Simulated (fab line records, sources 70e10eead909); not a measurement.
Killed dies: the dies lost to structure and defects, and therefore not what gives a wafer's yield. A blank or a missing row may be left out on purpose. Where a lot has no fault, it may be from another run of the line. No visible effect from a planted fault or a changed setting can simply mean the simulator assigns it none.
What tool caused it? -- flow nand_harc -- Sampling: 12 lots, 36 wafers, 3 of 1302 route steps

## WHAT THE GAUGES READ, wafer by wafer
NHARC_A_ONON_D2_THK_MEAS_24: measures by ellipsometry.
lot,measured,on,thk_nm (nm)
L075,day 13 19:10,film_metro-01,996 995 996
L077,day 14 11:01,film_metro-02,1014 1011 1011
L078,day 14 11:22,film_metro-02,995 992 993
L081,day 16 09:54,film_metro-01,987 989 989
L083,day 16 09:55,film_metro-02,984 984 982
L085,day 17 19:42,film_metro-01,1005 1004 1004
L087,day 18 08:22,film_metro-02,994 993 995
L088,day 19 03:16,film_metro-02,1014 1013 1015
L091,day 20 01:18,film_metro-02,1002 1000 1003
L093,day 20 16:00,film_metro-02,998 995 998
L095,day 21 23:10,film_metro-02,1013 1012 1014
L097,day 22 21:14,film_metro-01,987 986 986

## TOOL THAT RAN EACH LOT (tool first, then ch and the chambers of the sampled wafers, then the start)
lot,NHARC_A_CHANNEL_FILL_D1_ETCHBACK_19,NHARC_A_CHANNEL_FILL_D1_CMP_10
L075,"rie_si-05 ch 0,1,3, day 10 20:53","cmp-01 ch 0,2, day 11 21:12"
L077,"rie_si-05 ch 0,2,3, day 11 03:59","cmp-02 ch 0,1,2, day 12 03:11"
L078,"rie_si-03 ch 0,1,2, day 11 13:29","cmp-03 ch 1,2, day 12 12:44"
L081,"rie_si-05 ch 0,1, day 13 03:38","cmp-02 ch 0,2, day 14 09:50"
L083,"rie_si-04 ch 0,1,2, day 13 08:42","cmp-03 ch 0,2, day 14 09:50"
L085,"rie_si-03 ch 0,1,3, day 14 19:50","cmp-01 ch 1,2,3, day 15 21:28"
L087,"rie_si-03 ch 0,1, day 15 11:10","cmp-01 ch 0,1, day 16 07:47"
L088,"rie_si-05 ch 2,3, day 15 19:58","cmp-02 ch 0,3, day 16 19:31"
L091,"rie_si-03 ch 1,3, day 17 02:21","cmp-03 ch 0,1,2, day 18 02:04"
L093,"rie_si-04 ch 1,2,3, day 17 15:26","cmp-01 ch 0,2,3, day 18 14:37"
L095,"rie_si-04 ch 0,1, day 18 18:55","cmp-02 ch 0,3, day 19 18:31"
L097,"rie_si-03 ch 0,1,2, day 19 15:04","cmp-02 ch 2,3, day 20 14:46"
- NHARC_A_CHANNEL_FILL_D1_ETCHBACK_19: etches the open film in HBr/Cl2, target depth 5 nm, time 1.7 s.
- NHARC_A_CHANNEL_FILL_D1_CMP_10: polishes, target thk 150 nm.

## THE ANSWER, worked out from the rows above alone
Rule: the lots themselves supply what counts as usual. Put in order of their means at a reading, lots are off if they are a third of the lots or fewer, leave a main group of 4 or more, and stand apart from it by a gap of 3 or more times the standard deviation of the main group's means; of several such gaps the widest counts. A main group whose means are all the same, to the digits that the tables above print for the reading, isn't used. Also off: a lot with no number at a reading for which 4 or more lots have one. The other lots that the step has rows for count as sound.
None of the lots is off at any reading shown; this tells nothing.

## WHAT THE SIMULATOR PUT IN
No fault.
